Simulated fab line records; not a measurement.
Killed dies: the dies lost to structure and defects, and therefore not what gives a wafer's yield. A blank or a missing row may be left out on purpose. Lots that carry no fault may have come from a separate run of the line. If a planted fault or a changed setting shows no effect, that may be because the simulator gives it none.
A struck lot beside a sound one -- flow n5-finfet -- 37 steps out of a route of 1938
Sound: the wafers L436.1, L436.3, L436.6. Wafers L419.2, L419.5, L419.6 were the ones struck. The cause is named last.
Each step with rows lists, per side, the tool, then ch with its chambers, then its first start. Under that, the readings that differ: sound wafers -- struck wafers -- difference of the means -- sigmas: that difference in standard deviations of wafers without a fault.
alike: readings whose means differ by less than 2 such deviations, and words and numbers that are the same on both sides. not compared: withheld readings, readings that some wafer has no value for, bounds like >300 that may hide the same value, and numbers for which the record gives no deviation and whose values overlap.
A row with sigmas, a row that says differs or no value, or rows on one side alone: a step with any of these is where the two part. Numbers that don't overlap but have no deviation are shown without sigmas and don't part them. A reading missing from all wafers of one side parts the sides only when that side holds two or more wafers.

first, 9 steps without rows for these wafers: N5_HKMG_FIN_PEB_47 (peb time 60 s); N5_HKMG_FIN_DEVELOP_48 (develop time 30 s); N5_HKMG_FIN_DESCUM_53 (chemistry O2, time 7.9 s); N5_HKMG_FIN_ETCH_54 (etches SiARC in CF4, target depth 45.5 nm, time 75.8 s); N5_HKMG_FIN_ETCH_55 (etches SOC in N2/H2, target depth 240 nm, time 300 s); N5_HKMG_FIN_STRIP_56 (strips in N2/H2); N5_HKMG_FIN_STRIP_57 (strips in CF4); N5_HKMG_FIN_ETCH_58 (etches SOC in N2/H2, target depth 215.8 nm, time 741 s); N5_HKMG_FIN_STRIP_93 (strips SOC in N2/H2, time 20 s).
N5_HKMG_FIN_WET_ETCH_76: etches Al2O3 in dNH4OH, stops on La2O3, target depth 2.25 nm, rinse time 30 s.
  sound on wet-bench-03 ch 0,4,7, day 10 00:02; struck on wet-bench-05 ch 3,5,6, day 5 13:07
  no value came back on the struck wafers for bath-heat-duty-pct (%), rinse-temp-c (C); on the sound wafers bath-heat-duty-pct (%) reads 5.9 6.7 6.3
then, 25 steps without rows for these wafers: N5_HKMG_FIN_STRIP_60 (strips in N2/H2, time 360 s); N5_HKMG_FIN_WET_ETCH_77 (etches La2O3 in dHCl, stops on HfO2, target depth 2 nm); N5_HKMG_FIN_WET_ETCH_78 (etches Al2O3 in dNH4OH, stops on La2O3, target depth 4.5 nm, rinse time 30 s); N5_HKMG_FIN_ALD_79 (deposits TiN, target thk 1.5 nm, pulse time 1 s, purge time 3 s); N5_HKMG_FIN_CVD_62 (deposits a-Si from Si2H6, target thk 3 nm, time 20.8 s); N5_HKMG_FIN_RTA_80 (time 2 s); N5_HKMG_FIN_PRECLEAN_64 (cleans in dHF, time 30 s); N5_HKMG_FIN_WET_ETCH_65 (etches a-Si in TMAH, stops on TiN, time 49 s, target depth 3 nm); N5_HKMG_FIN_WET_ETCH_81 (etches TiN in SC1, stops on HfO2, time 57 s, target depth 6 nm); N5_HKMG_FIN_WET_ETCH_82 (etches La2O3 in dHCl, stops on HfO2, target depth 2 nm, rinse time 30 s); N5_HKMG_FIN_ALD_36 (deposits TiN, target thk 1 nm, pulse time 1 s, purge time 3 s); N5_HKMG_FIN_PWFM_ALD_03 (deposits TiN, target thk 2 nm, pulse time 1 s, purge time 3 s); N5_HKMG_FIN_COAT_29 (time 60 s, resist thk 300 nm); N5_HKMG_FIN_COAT_30 (time 60 s, resist thk 35 nm); N5_HKMG_FIN_COAT_06 (resist thk 90 nm); N5_HKMG_FIN_EBR_08; N5_HKMG_FIN_SOFTBAKE_07 (time 60 s); N5_HKMG_FIN_EXPOSE_09 (exposes mask NWFM); N5_HKMG_FIN_PEB_10 (peb time 60 s); N5_HKMG_FIN_DEVELOP_11 (develop time 30 s); N5_HKMG_FIN_DESCUM_17 (chemistry O2, time 7.9 s); N5_HKMG_FIN_ETCH_31 (etches SiARC in CF4, target depth 45.5 nm, time 75.8 s); N5_HKMG_FIN_ETCH_32 (etches SOC in N2/H2, target depth 240 nm, time 300 s); N5_HKMG_FIN_STRIP_33 (strips in N2/H2); N5_HKMG_FIN_STRIP_34 (strips in CF4).
-- a jump in the record: the struck wafers' starts before and after are 4 days apart (it breaks off in module HKMG_FIN and resumes in module BEOL_M4, where the first step shown is number 1111 of the route) --
N5_BEOL_M4_RC_MEAS_101:
  sound on prober-01 ch 0, day 13 17:56; struck on prober-01 ch 0, day 9 07:14
reading,sound,struck,difference,sigmas
IOFF_N (nA/um),0.211 0.180 0.204,31.956 36.003 25.444,+30.936,+99 or more
IOFF_N_85C (nA/um),3.9 3.4 3.8,266.3 289.6 218.0,+254.3,+99 or more
IOFF_N_LIN (nA/um),0.094 0.078 0.090,14.151 15.541 11.799,+13.743,+99 or more
IOFF_N_LONG (nA/um),6.02e-05 5.79e-05 5.91e-05,0.010253 0.010063 0.010343,+0.010161,+99 or more
ION_N (uA/um),689 666 683,954 962 941,+273,+25
VT_N (mV),247.9 249.2 246.8,99.5 98.6 102.4,-147.8,-59
VT_N_LONG (mV),273.1 274.5 273.1,126.0 124.9 124.5,-148.4,-71
VT_P_LVT (mV),-92.9 -93.5 -93.1,-245.2 -242.6 -251.5,-153.3,-57
  alike: DIBL_N, DIBL_P, IOFF_P, ION_P, SS_N, SS_P, VT_P
-- record jumps: 5 days separate the struck wafers' starts on either side; left off in module BEOL_M4, taken up again in module PASSIVATION, whose first shown step is the route's number 1936 --
N5_PASSIVATION_PROBE_49:
  sound on prober-01 at day 18 23:05; struck on prober-01 at day 13 22:50
reading,sound,struck,difference,sigmas
sort_bin_4_leakage (%),0 0 0,87.80 92.37 92.80,+90.99,
sort-n-pass,1083 1065 1083,0 0 0,-1077,-57
sort-yield-pct (%),91.8 90.3 91.8,0 0 0,-91,-57
  alike: defect-limited-yield, killed_at_M0_to_M3, killed_at_M4_up, killed-at-contacts, killed-at-front-end, killed-at-other, killed-dies, killed-on-rim, killed-open, killed-short, sort_bin_5_function, sort_bin_6_memory

## WHERE THEY PART
Earliest at N5_HKMG_FIN_WET_ETCH_76; latest, in this record, at N5_PASSIVATION_PROBE_49.

WHY: what the simulator had put in
Whole step skipped at N5_HKMG_FIN_WET_ETCH_76 on wet-bench-05, starting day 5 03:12. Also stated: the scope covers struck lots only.
